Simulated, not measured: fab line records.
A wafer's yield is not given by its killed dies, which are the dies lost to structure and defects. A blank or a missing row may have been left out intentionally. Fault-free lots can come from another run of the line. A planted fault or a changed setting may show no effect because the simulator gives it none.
Split-lot trial || flow n5-finfet || route with 1938 steps; 7 lots, 21 wafers read

ON THE SPLIT
At N5_BEOL_M2_DESCUM_16 (chemistry O2, time 7 s), the setting time-s was moved away from the recipe's 7 s on 6 of the 21 wafers read, by +11.4% to +22.4%. All remaining wafers had this setting at the recipe value.

Reading taken at the split's own step.

THE READING
CAR-EUV_of_BEOL_M2_COAT_05.thk-nm (the simulator's own value, which no gauge read), in nm, at N5_BEOL_M2_DESCUM_16 (chemistry O2, time 7 s). The file gives no usual value for it. The 15 wafers here that ran the recipe average 26.0 nm, standard deviation 0.11 nm.

{"wafer": "L080.1", "tool, chamber at the split": "rie-diel-04, 3", "time-s as run, s": 7, "against the recipe": "recipe", "CAR-EUV_of_BEOL_M2_COAT_05.thk-nm, nm": 25.8, "against lot-mates on the recipe": "-"}
{"wafer": "L080.4", "tool, chamber at the split": "rie-diel-04, 1", "time-s as run, s": 8.507, "against the recipe": "+21.5%", "CAR-EUV_of_BEOL_M2_COAT_05.thk-nm, nm": 25.2, "against lot-mates on the recipe": -0.7}
{"wafer": "L080.6", "tool, chamber at the split": "rie-diel-04, 1", "time-s as run, s": 7, "against the recipe": "recipe", "CAR-EUV_of_BEOL_M2_COAT_05.thk-nm, nm": 26, "against lot-mates on the recipe": "-"}
{"wafer": "L081.3", "tool, chamber at the split": "rie-diel-04, 0,3", "time-s as run, s": 7, "against the recipe": "recipe", "CAR-EUV_of_BEOL_M2_COAT_05.thk-nm, nm": 26, "against lot-mates on the recipe": "-"}
{"wafer": "L081.4", "tool, chamber at the split": "rie-diel-04, 0,3", "time-s as run, s": 7, "against the recipe": "recipe", "CAR-EUV_of_BEOL_M2_COAT_05.thk-nm, nm": 26, "against lot-mates on the recipe": "-"}
{"wafer": "L081.5", "tool, chamber at the split": "rie-diel-04, 2", "time-s as run, s": 8.274, "against the recipe": "+18.2%", "CAR-EUV_of_BEOL_M2_COAT_05.thk-nm, nm": 25.4, "against lot-mates on the recipe": -0.6}
{"wafer": "L085.3", "tool, chamber at the split": "rie-diel-05, 0", "time-s as run, s": 7, "against the recipe": "recipe", "CAR-EUV_of_BEOL_M2_COAT_05.thk-nm, nm": 26.2, "against lot-mates on the recipe": "-"}
{"wafer": "L085.4", "tool, chamber at the split": "rie-diel-05, 1", "time-s as run, s": 8.57, "against the recipe": "+22.4%", "CAR-EUV_of_BEOL_M2_COAT_05.thk-nm, nm": 25.4, "against lot-mates on the recipe": -0.8}
{"wafer": "L085.5", "tool, chamber at the split": "rie-diel-05, 1", "time-s as run, s": 8.57, "against the recipe": "+22.4%", "CAR-EUV_of_BEOL_M2_COAT_05.thk-nm, nm": 25.4, "against lot-mates on the recipe": -0.8}
{"wafer": "L089.2", "tool, chamber at the split": "rie-diel-03, 0", "time-s as run, s": 7, "against the recipe": "recipe", "CAR-EUV_of_BEOL_M2_COAT_05.thk-nm, nm": 26.2, "against lot-mates on the recipe": "-"}
{"wafer": "L089.4", "tool, chamber at the split": "rie-diel-03, 3", "time-s as run, s": 7.797, "against the recipe": "+11.4%", "CAR-EUV_of_BEOL_M2_COAT_05.thk-nm, nm": 25.8, "against lot-mates on the recipe": -0.4}
{"wafer": "L089.5", "tool, chamber at the split": "rie-diel-03, 3", "time-s as run, s": 7.797, "against the recipe": "+11.4%", "CAR-EUV_of_BEOL_M2_COAT_05.thk-nm, nm": 25.8, "against lot-mates on the recipe": -0.4}
{"wafer": "L092.1", "tool, chamber at the split": "rie-diel-04, 3,3,2", "time-s as run, s": 7, "against the recipe": "recipe", "CAR-EUV_of_BEOL_M2_COAT_05.thk-nm, nm": 26, "against lot-mates on the recipe": "-"}
{"wafer": "L092.4", "tool, chamber at the split": "rie-diel-04, 3,3,2", "time-s as run, s": 7, "against the recipe": "recipe", "CAR-EUV_of_BEOL_M2_COAT_05.thk-nm, nm": 26, "against lot-mates on the recipe": "-"}
{"wafer": "L092.6", "tool, chamber at the split": "rie-diel-04, 3,3,2", "time-s as run, s": 7, "against the recipe": "recipe", "CAR-EUV_of_BEOL_M2_COAT_05.thk-nm, nm": 26, "against lot-mates on the recipe": "-"}
{"wafer": "L094.3", "tool, chamber at the split": "rie-diel-05, 2,1", "time-s as run, s": 7, "against the recipe": "recipe", "CAR-EUV_of_BEOL_M2_COAT_05.thk-nm, nm": 26, "against lot-mates on the recipe": "-"}
{"wafer": "L094.5", "tool, chamber at the split": "rie-diel-05, 2,1", "time-s as run, s": 7, "against the recipe": "recipe", "CAR-EUV_of_BEOL_M2_COAT_05.thk-nm, nm": 26, "against lot-mates on the recipe": "-"}
{"wafer": "L094.4", "tool, chamber at the split": "rie-diel-05, 1", "time-s as run, s": 7, "against the recipe": "recipe", "CAR-EUV_of_BEOL_M2_COAT_05.thk-nm, nm": 26.2, "against lot-mates on the recipe": "-"}
{"wafer": "L095.3", "tool, chamber at the split": "rie-diel-05, 3", "time-s as run, s": 7, "against the recipe": "recipe", "CAR-EUV_of_BEOL_M2_COAT_05.thk-nm, nm": 26.2, "against lot-mates on the recipe": "-"}
{"wafer": "L095.4", "tool, chamber at the split": "rie-diel-05, 1,2", "time-s as run, s": 7, "against the recipe": "recipe", "CAR-EUV_of_BEOL_M2_COAT_05.thk-nm, nm": 26, "against lot-mates on the recipe": "-"}
{"wafer": "L095.5", "tool, chamber at the split": "rie-diel-05, 1,2", "time-s as run, s": 7, "against the recipe": "recipe", "CAR-EUV_of_BEOL_M2_COAT_05.thk-nm, nm": 26, "against lot-mates on the recipe": "-"}
When a row names more than one chamber, that row covers several wafers, and the file does not tell which wafer ran in which chamber.

THE FIT
A straight line over all 21 wafers: CAR-EUV_of_BEOL_M2_COAT_05.thk-nm changes by -0.0313 nm for each +1% of time-s; r = -0.93; the points scatter about the line by 0.11 nm.
The same after taking each lot's own level away (the mean of its wafers on the recipe; 21 wafers): -0.0345 nm for each +1%; r = -0.98; scatter 0.064 nm.
The reading moves by 0.77 nm for the largest change in time-s, on that fit.
Measured against the standard deviation above, the lots' own levels, which go from 25.90 to 26.20 nm, span 2.8 times it.
Hence the lot-to-lot level has little effect on the slope; both slopes agree.
Check: with one of the wafers moved furthest among these (+22.4%) left out of the fit, the line predicts -0.764 nm for it against its lot-mates. Against them it came out at -0.8 nm.

FILE'S OWN FIT
CAR-EUV_of_BEOL_M2_COAT_05.thk-nm changes by -0.034 nm for each +1% of time-s, r = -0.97.
